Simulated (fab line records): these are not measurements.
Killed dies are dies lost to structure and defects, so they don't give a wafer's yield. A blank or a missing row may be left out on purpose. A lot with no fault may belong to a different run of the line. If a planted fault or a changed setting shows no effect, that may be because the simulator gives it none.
Which tool is to blame? || flow nandHarc || 39 wafers from 13 lots sampled at 6 of the route's 1302 steps

WHAT THE GAUGES READ, wafer by wafer
NHARC_P_GATE_CD_MEAS_26: the cd target is 120 nm.
{"lot": "L409", "measured": "day 5 18:22", "on": "cdSem-01", "cdNm (nm)": "120.3 120.4 120.0"}
{"lot": "L412", "measured": "day 6 22:16", "on": "cdSem-03", "cdNm (nm)": "120.7 120.6 120.1"}
{"lot": "L413", "measured": "day 7 16:37", "on": "cdSem-01", "cdNm (nm)": "120.4 119.6 119.2"}
{"lot": "L415", "measured": "day 8 04:10", "on": "cdSem-01", "cdNm (nm)": "119.5 119.8 119.5"}
{"lot": "L419", "measured": "day 10 04:32", "on": "cdSem-01", "cdNm (nm)": "119.1 120.1 119.9"}
{"lot": "L421", "measured": "day 11 02:34", "on": "cdSem-03", "cdNm (nm)": "121.5 120.3 120.4"}
{"lot": "L422", "measured": "day 11 03:12", "on": "cdSem-01", "cdNm (nm)": "120.2 119.1 120.3"}
{"lot": "L423", "measured": "day 11 18:01", "on": "cdSem-03", "cdNm (nm)": "120.9 119.4 120.9"}
{"lot": "L424", "measured": "day 12 01:50", "on": "cdSem-02", "cdNm (nm)": "121.3 120.7 120.8"}
{"lot": "L425", "measured": "day 12 14:45", "on": "cdSem-03", "cdNm (nm)": "121.1 120.6 120.9"}
{"lot": "L427", "measured": "day 13 09:23", "on": "cdSem-03", "cdNm (nm)": "121.3 121.0 121.6"}
{"lot": "L428", "measured": "day 13 19:37", "on": "cdSem-01", "cdNm (nm)": "121.9 121.3 121.0"}
{"lot": "L429", "measured": "day 13 23:44", "on": "cdSem-01", "cdNm (nm)": "120.7 121.2 121.1"}

NHARC_P_GATE_CD_MEAS_91: the cd target is 2000 nm.
{"lot": "L409", "measured": "day 6 09:35", "on": "cdSem-01", "cdNm (nm)": "1998.4 2000.6 1998.8"}
{"lot": "L412", "measured": "day 7 15:44", "on": "cdSem-02", "cdNm (nm)": "1888.9 1890.0 1891.5 1888.8 1890.1 1891.0"}
{"lot": "L413", "measured": "day 8 07:50", "on": "cdSem-01", "cdNm (nm)": "1999.6 2001.3 2001.0"}
{"lot": "L415", "measured": "day 8 19:28", "on": "cdSem-01", "cdNm (nm)": "1997.0 1996.8 1994.4"}
{"lot": "L419", "measured": "day 10 19:54", "on": "cdSem-02", "cdNm (nm)": "2001.2 2000.3 2001.2"}
{"lot": "L421", "measured": "day 11 18:08", "on": "cdSem-02", "cdNm (nm)": "2004.1 2000.9 2000.9"}
{"lot": "L422", "measured": "day 11 19:14", "on": "cdSem-03", "cdNm (nm)": "1997.8 2002.6 1999.9"}
{"lot": "L423", "measured": "day 12 09:25", "on": "cdSem-01", "cdNm (nm)": "1997.8 1998.9 1997.7"}
{"lot": "L424", "measured": "day 12 19:19", "on": "cdSem-01", "cdNm (nm)": "2000.1 2000.3 2003.2"}
{"lot": "L425", "measured": "day 13 05:56", "on": "cdSem-02", "cdNm (nm)": "1999.5 2002.5 2000.6"}
{"lot": "L427", "measured": "day 14 00:34", "on": "cdSem-01", "cdNm (nm)": "1997.5 1998.4 2002.2"}
{"lot": "L428", "measured": "day 14 10:49", "on": "cdSem-02", "cdNm (nm)": "2000.2 1999.5 2000.7"}
{"lot": "L429", "measured": "day 14 14:59", "on": "cdSem-03", "cdNm (nm)": "1995.9 1998.9 1998.1"}

NHARC_END_SORT_01.
{"lot": "L421", "measured": "day 30 19:53", "on": "prober-02", "defectLimitedYield (%)": "89.2 90.7 90.1", "killedAtArray": "68 59 61", "killedAtOther": "0 0 2", "killedAtPeriphery": "5 4 4", "killedDies": "73 63 67", "killedOpen": "6 7 6", "killedShort": "4 4 1"}
{"lot": "L422", "measured": "day 30 00:08", "on": "prober-02", "defectLimitedYield (%)": "93.5 91.3 93.1", "killedAtArray": "40 52 43", "killedAtOther": "0 1 0", "killedAtPeriphery": "4 6 4", "killedDies": "44 59 47", "killedOpen": "4 4 7", "killedShort": "2 5 2"}

WHICH TOOL RAN EACH LOT (tool, then ch and the chambers of the sampled wafers, then the start)
{"lot": "L409", "NHARC_P_GATE_EXPOSE_88": "krfScanner-04 ch 0, day 6 09:25", "NHARC_P_GATE_DEGAS_109": "pvdSputter-01, day 6 11:43", "NHARC_P_CONTACT_DEP_00": "pecvd-02 ch 0,1,2, no start"}
{"lot": "L412", "NHARC_P_GATE_EXPOSE_88": "krfScanner-04 ch 0, day 7 15:35", "NHARC_P_GATE_DEGAS_109": "-", "NHARC_P_CONTACT_DEP_00": "-"}
{"lot": "L413", "NHARC_P_GATE_EXPOSE_88": "krfScanner-04 ch 0, day 8 07:41", "NHARC_P_GATE_DEGAS_109": "pvdSputter-02, day 8 09:59", "NHARC_P_CONTACT_DEP_00": "pecvd-03 ch 0,1,2, no start"}
{"lot": "L415", "NHARC_P_GATE_EXPOSE_88": "krfScanner-04 ch 0, day 8 19:19", "NHARC_P_GATE_DEGAS_109": "pvdSputter-02, day 8 21:35", "NHARC_P_CONTACT_DEP_00": "pecvd-02 ch 0,2, no start"}
{"lot": "L419", "NHARC_P_GATE_EXPOSE_88": "krfScanner-03 ch 0, day 10 19:44", "NHARC_P_GATE_DEGAS_109": "pvdSputter-01, day 10 22:02", "NHARC_P_CONTACT_DEP_00": "pecvd-01 ch 0,2, no start"}
{"lot": "L421", "NHARC_P_GATE_EXPOSE_88": "krfScanner-04 ch 0, day 11 18:00", "NHARC_P_GATE_DEGAS_109": "pvdSputter-03, day 11 20:17", "NHARC_P_CONTACT_DEP_00": "pecvd-02 ch 0,1,2, day 30 19:53 or earlier"}
{"lot": "L422", "NHARC_P_GATE_EXPOSE_88": "krfScanner-03 ch 0, day 11 19:04", "NHARC_P_GATE_DEGAS_109": "pvdSputter-03, day 11 21:54", "NHARC_P_CONTACT_DEP_00": "pecvd-01 ch 0,1, day 30 00:08 or earlier"}
{"lot": "L423", "NHARC_P_GATE_EXPOSE_88": "krfScanner-04 ch 0, day 12 09:16", "NHARC_P_GATE_DEGAS_109": "pvdSputter-03, day 12 11:33", "NHARC_P_CONTACT_DEP_00": "pecvd-01 ch 0,1, day 12 12:59"}
{"lot": "L424", "NHARC_P_GATE_EXPOSE_88": "krfScanner-03 ch 0, day 12 19:10", "NHARC_P_GATE_DEGAS_109": "pvdSputter-01, day 12 21:29", "NHARC_P_CONTACT_DEP_00": "pecvd-03 ch 0,1, no start"}
{"lot": "L425", "NHARC_P_GATE_EXPOSE_88": "krfScanner-03 ch 0, day 13 05:47", "NHARC_P_GATE_DEGAS_109": "pvdSputter-01, day 13 08:07", "NHARC_P_CONTACT_DEP_00": "pecvd-01 ch 0,1,2, no start"}
{"lot": "L427", "NHARC_P_GATE_EXPOSE_88": "krfScanner-03 ch 0, day 14 00:25", "NHARC_P_GATE_DEGAS_109": "pvdSputter-03, day 14 02:41", "NHARC_P_CONTACT_DEP_00": "pecvd-03 ch 1,2, no start"}
{"lot": "L428", "NHARC_P_GATE_EXPOSE_88": "krfScanner-03 ch 0, day 14 10:39", "NHARC_P_GATE_DEGAS_109": "pvdSputter-03, day 14 12:56", "NHARC_P_CONTACT_DEP_00": "pecvd-03 ch 0,2, no start"}
{"lot": "L429", "NHARC_P_GATE_EXPOSE_88": "krfScanner-03 ch 0, day 14 14:49", "NHARC_P_GATE_DEGAS_109": "pvdSputter-02, day 14 17:05", "NHARC_P_CONTACT_DEP_00": "pecvd-03 ch 0,1, no start"}
- NHARC_P_GATE_EXPOSE_88: exposes mask P HVN, target cd 2000 nm.
- NHARC_P_GATE_DEGAS_109: time 60 s.
- NHARC_P_CONTACT_DEP_00: deposits SiO2, target thk 500 nm.

AS READ BY THE TOOLS THEMSELVES (means over the sampled wafers that have a number; for cases with no such wafer, the mark the record gives instead)
NHARC_P_GATE_DEGAS_109.
{"lot": "L409", "tool": "pvdSputter-01", "heaterPowerW (W)": 549}
{"lot": "L413", "tool": "pvdSputter-02", "heaterPowerW (W)": 455}
{"lot": "L415", "tool": "pvdSputter-02", "heaterPowerW (W)": 456}
{"lot": "L419", "tool": "pvdSputter-01", "heaterPowerW (W)": 559}
{"lot": "L421", "tool": "pvdSputter-03", "heaterPowerW (W)": 425}
{"lot": "L422", "tool": "pvdSputter-03", "heaterPowerW (W)": 450}
{"lot": "L423", "tool": "pvdSputter-03", "heaterPowerW (W)": 422}
{"lot": "L424", "tool": "pvdSputter-01", "heaterPowerW (W)": 558}
{"lot": "L425", "tool": "pvdSputter-01", "heaterPowerW (W)": 537}
{"lot": "L427", "tool": "pvdSputter-03", "heaterPowerW (W)": 429}
{"lot": "L428", "tool": "pvdSputter-03", "heaterPowerW (W)": 475}
{"lot": "L429", "tool": "pvdSputter-02", "heaterPowerW (W)": 446}

NHARC_P_CONTACT_DEP_00.
{"lot": "L409", "tool": "pecvd-02", "chamberPressureTorr (Torr)": 6.500, "heaterPowerW (W)": 475, "throttleValvePct (%)": 16.0}
{"lot": "L413", "tool": "pecvd-03", "chamberPressureTorr (Torr)": 6.510, "heaterPowerW (W)": 582, "throttleValvePct (%)": 15.7}
{"lot": "L415", "tool": "pecvd-02", "chamberPressureTorr (Torr)": 6.514, "heaterPowerW (W)": 485, "throttleValvePct (%)": 15.9}
{"lot": "L419", "tool": "pecvd-01", "chamberPressureTorr (Torr)": 6.500, "heaterPowerW (W)": 426, "throttleValvePct (%)": 15.6}
{"lot": "L421", "tool": "pecvd-02", "chamberPressureTorr (Torr)": 6.511, "heaterPowerW (W)": 475, "throttleValvePct (%)": 15.6}
{"lot": "L422", "tool": "pecvd-01", "chamberPressureTorr (Torr)": 6.487, "heaterPowerW (W)": 548, "throttleValvePct (%)": 16.5}
{"lot": "L423", "tool": "pecvd-01", "chamberPressureTorr (Torr)": 6.498, "heaterPowerW (W)": 512, "throttleValvePct (%)": 16.1}
{"lot": "L424", "tool": "pecvd-03", "chamberPressureTorr (Torr)": 6.497, "heaterPowerW (W)": 601, "throttleValvePct (%)": 15.8}
{"lot": "L425", "tool": "pecvd-01", "chamberPressureTorr (Torr)": 6.499, "heaterPowerW (W)": 523, "throttleValvePct (%)": 16.1}
{"lot": "L427", "tool": "pecvd-03", "chamberPressureTorr (Torr)": 6.496, "heaterPowerW (W)": 538, "throttleValvePct (%)": 15.5}
{"lot": "L428", "tool": "pecvd-03", "chamberPressureTorr (Torr)": 6.504, "heaterPowerW (W)": 540, "throttleValvePct (%)": 15.3}
{"lot": "L429", "tool": "pecvd-03", "chamberPressureTorr (Torr)": 6.508, "heaterPowerW (W)": 600, "throttleValvePct (%)": 16.0}

THE ANSWER, worked out from the rows above alone
Rule: usual is defined by the lots themselves. The widest of any qualifying gaps counts: lots, ordered by their means at a reading, are off when they make up no more than a third of the lots, leave a main group of 4 or more, and stand apart from it by 3 or more times the standard deviation of that group's means. A main group whose means are all the same, to the digits that the tables above print for the reading, isn't used. A lot without any number at a reading at which 4 lots or more have one is off too. Where the step has rows for the other lots, those lots are counted as sound. The gauges are gone through in route order, then the tools' own readings, and for those a lot's mean is taken as printed above. At the first step where some lot is off, the reading lying furthest off is the one used; lots without a number count as furthest.
Off at NHARC_P_GATE_CD_MEAS_91 (cdNm): L412. Mean 1999.7 nm and standard deviation 1.6 in the main group.
If a tool, at a process step before that reading, ran all the lots that are off and no sound lot after the first of them, it fits. Gauges at NHARC_P_GATE_CD_MEAS_91: tried the same way as those tools. Not one of the candidates tried fits.

WHAT THE SIMULATOR HAD PUT IN
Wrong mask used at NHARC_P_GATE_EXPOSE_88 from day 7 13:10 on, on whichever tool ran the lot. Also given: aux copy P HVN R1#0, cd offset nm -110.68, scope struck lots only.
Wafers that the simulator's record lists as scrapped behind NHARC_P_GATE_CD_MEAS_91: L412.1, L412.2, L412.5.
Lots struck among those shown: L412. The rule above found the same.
